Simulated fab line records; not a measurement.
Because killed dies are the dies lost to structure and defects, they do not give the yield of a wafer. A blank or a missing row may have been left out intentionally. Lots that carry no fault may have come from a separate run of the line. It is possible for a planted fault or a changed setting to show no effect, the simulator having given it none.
One fault seen from 2 desks + flow n5 finfet + numbers are kept per desk, each desk with only its own; the story behind them comes last

## FROM THE METROLOGY DESK
Lot by lot, what the gauges showed, no matter which tool ran the lot: averages of those sampled wafers that carry a number. A lot is out of limits, marked OUT, if its mean lies more than 4 standard deviations from the usual mean; the brackets give that distance. Readings shown: 7 of its 10, picked as those furthest out on some lot.
Columns: A = DIBL_N at N5_BEOL_M4_RC_MEAS_101, usual 36.3 mV/V; B = IOFF_N at N5_BEOL_M4_RC_MEAS_101, usual 0.16 nA/um; C = IOFF_P at N5_BEOL_M4_RC_MEAS_101, usual 0.21 nA/um; D = ION_P at N5_BEOL_M4_RC_MEAS_101, usual 462 uA/um; E = SS_N at N5_BEOL_M4_RC_MEAS_101, usual 71.6 mV/dec; F = VT_N at N5_BEOL_M4_RC_MEAS_101, usual 249 mV; G = VT_P at N5_BEOL_M4_RC_MEAS_101, usual -250 mV
| lot  | first seen here | A    | B    | C    | D   | E    | F   | G    |
|------|-----------------|------|------|------|-----|------|-----|------|
| L214 | day 8 07:33     | 35.4 | 0.13 | 0.20 | 458 | 70.9 | 254 | -251 |
| L217 | day 8 15:10     | 35.1 | 0.14 | 0.21 | 469 | 71.2 | 251 | -251 |
| L226 | day 11 14:00    | 37.8 | 0.20 | 0.30 | 476 | 71.9 | 246 | -242 |
| L227 | day 11 16:58    | 38.5 | 0.20 | 0.26 | 466 | 72.6 | 250 | -248 |
| L228 | day 11 18:43    | 38.0 | 0.16 | 0.19 | 456 | 71.8 | 251 | -254 |
| L233 | day 13 03:47    | 37.5 | 0.21 | 0.24 | 466 | 71.8 | 245 | -251 |
| L235 | day 13 10:15    | 34.2 | 0.14 | 0.18 | 456 | 71.0 | 253 | -253 |
This desk's finding: nothing out of limits on any of the 7 lots.

## THE TOOL OWNER'S DESK: rie diel-01
The tool's own readings at N5_MOL_CONTACT_COAG_ETCH_48 (etches SiOC in C4F6/O2, target depth 15 nm, overetch 4.5 nm, time 17 s): means of the sampled wafers that have a number, for each lot that ran on this tool. A lot is out of limits, marked OUT, if its mean lies more than 4 standard deviations from the usual mean; the brackets give that distance. Readings shown: 7 of its 8, picked as those furthest out on some lot.
Columns: A = drypump motor current A at N5_MOL_CONTACT_COAG_ETCH_48, usual 5.6 A; B = oes_ar_750_au at N5_MOL_CONTACT_COAG_ETCH_48, usual 0.79 a.u.; C = oes_f_703_au at N5_MOL_CONTACT_COAG_ETCH_48, usual 0.79 a.u.; D = oes_o_777_au at N5_MOL_CONTACT_COAG_ETCH_48, usual 0.80 a.u.; E = oes product au at N5_MOL_CONTACT_COAG_ETCH_48, usual 0.67 a.u.; F = rf vpp V at N5_MOL_CONTACT_COAG_ETCH_48, usual 1591 V; G = throttle valve pct at N5_MOL_CONTACT_COAG_ETCH_48, usual 40.66 %
| lot  | first seen here | A   | B    | C    | D    | E    | F    | G     |
|------|-----------------|-----|------|------|------|------|------|-------|
| L217 | day 6 05:49     | 5.5 | 0.72 | 0.73 | 0.72 | 0.62 | 1560 | 40.79 |
| L226 | day 8 23:23     | 6.1 | 0.78 | 0.80 | 0.80 | 0.65 | 1602 | 40.34 |
| L227 | day 9 02:46     | 5.4 | 0.85 | 0.85 | 0.84 | 0.73 | 1562 | 40.78 |
| L228 | day 9 11:07     | 5.3 | 0.74 | 0.74 | 0.74 | 0.65 | 1582 | 40.70 |
This desk's finding: nothing out of limits on any of the 4 lots.

## BROUGHT TOGETHER
Metrology desk: nothing out of limits seen.
The desk of the tool owner found nothing out of limits.

## WHAT WAS PUT IN BY THE SIMULATOR
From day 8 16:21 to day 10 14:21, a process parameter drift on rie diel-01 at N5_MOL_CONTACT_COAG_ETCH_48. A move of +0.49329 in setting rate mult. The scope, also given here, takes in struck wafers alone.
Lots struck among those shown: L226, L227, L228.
